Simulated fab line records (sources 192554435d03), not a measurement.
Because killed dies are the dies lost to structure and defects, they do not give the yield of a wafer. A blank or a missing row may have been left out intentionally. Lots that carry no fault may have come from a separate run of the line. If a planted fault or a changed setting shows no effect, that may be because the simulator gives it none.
2 desks looking at one fault ; flow n5Finfet ; only its own numbers are on each desk; what lay behind them is given at the end

FOR THE TOOL OWNER'S DESK: rieDiel-03
The tool's own readings at N5_BEOL_M7_TRENCH_ETCH_37 (etches SiCOH lowk in C4F6/O2, target depth 93.478 nm, time 31.2 s): means of the sampled wafers that have a number, for each lot that ran on this tool. Any lot whose mean is over 4 standard deviations away from the usual mean is out of limits and marked OUT; that distance is given in the brackets.
Columns: A = biasW at N5_BEOL_M7_TRENCH_ETCH_37, usual 185.0 W; B = chamberPressureMTorr at N5_BEOL_M7_TRENCH_ETCH_37, usual 30.00 mTorr; C = drypumpMotorCurrentA at N5_BEOL_M7_TRENCH_ETCH_37, usual 5.8 A; D = oesProductAu at N5_BEOL_M7_TRENCH_ETCH_37, usual 0.76 a.u.; E = rfVppV at N5_BEOL_M7_TRENCH_ETCH_37, usual 665 V; F = showerheadPlenumPTorr at N5_BEOL_M7_TRENCH_ETCH_37, usual 2.84 Torr; G = throttleValvePct at N5_BEOL_M7_TRENCH_ETCH_37, usual 21.00 %
lot;first seen here;A;B;C;D;E;F;G
L575;day 9 03:05;185.1;29.99;6.0;0.73;686;2.94;21.09
L576;day 9 05:06;184.3;30.00;6.0;0.73;649;2.83;21.10
L581;day 10 16:19;184.8;29.99;5.9;0.84;645;2.85;20.91
L589;day 12 11:40;196.7 (+24) OUT;30.00;5.9;0.72;723;2.92;21.05
Finding of this desk: L589 out of limits; the first was L589 at day 12 11:40, on biasW at N5_BEOL_M7_TRENCH_ETCH_37. L575, L576, L581 stayed within limits.

AT THE METROLOGY DESK
What the gauges read, lot by lot, whatever tool the lot ran on: means of the sampled wafers that have a number. Any lot whose mean is over 4 standard deviations away from the usual mean is out of limits and marked OUT; that distance is given in the brackets.
Columns: A = cdNm at N5_BEOL_M7_CD_MEAS_28, usual 40.07 nm
lot;first seen here;A
L575;day 9 02:42;40.11
L576;day 9 04:31;40.23
L578;day 9 14:04;40.45
L579;day 10 03:56;40.16
L581;day 10 15:55;40.32
L583;day 11 06:37;39.99
L589;day 12 11:17;39.85
L594;day 14 05:46;40.29
L595;day 14 06:31;40.23
L597;day 14 22:59;39.69
Finding of this desk: none of the 10 lots has anything out of limits.

BROUGHT TOGETHER
The tool owner's desk had the chance to raise an alarm at day 12 11:40 on L589.
The metrology desk saw nothing out of limits.
The metrology desk has L589 on record, within its limits.
On rieDiel-03, each named lot ran N5_BEOL_M7_TRENCH_ETCH_37.

WHAT THE SIMULATOR HAD PUT IN
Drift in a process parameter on rieDiel-03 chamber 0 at N5_BEOL_M7_TRENCH_ETCH_37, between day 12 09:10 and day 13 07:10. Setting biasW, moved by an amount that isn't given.
Shown lots that were struck: L589.
Hours from the fault's start to each desk's first reading out of limits: the tool owner's desk, 2.
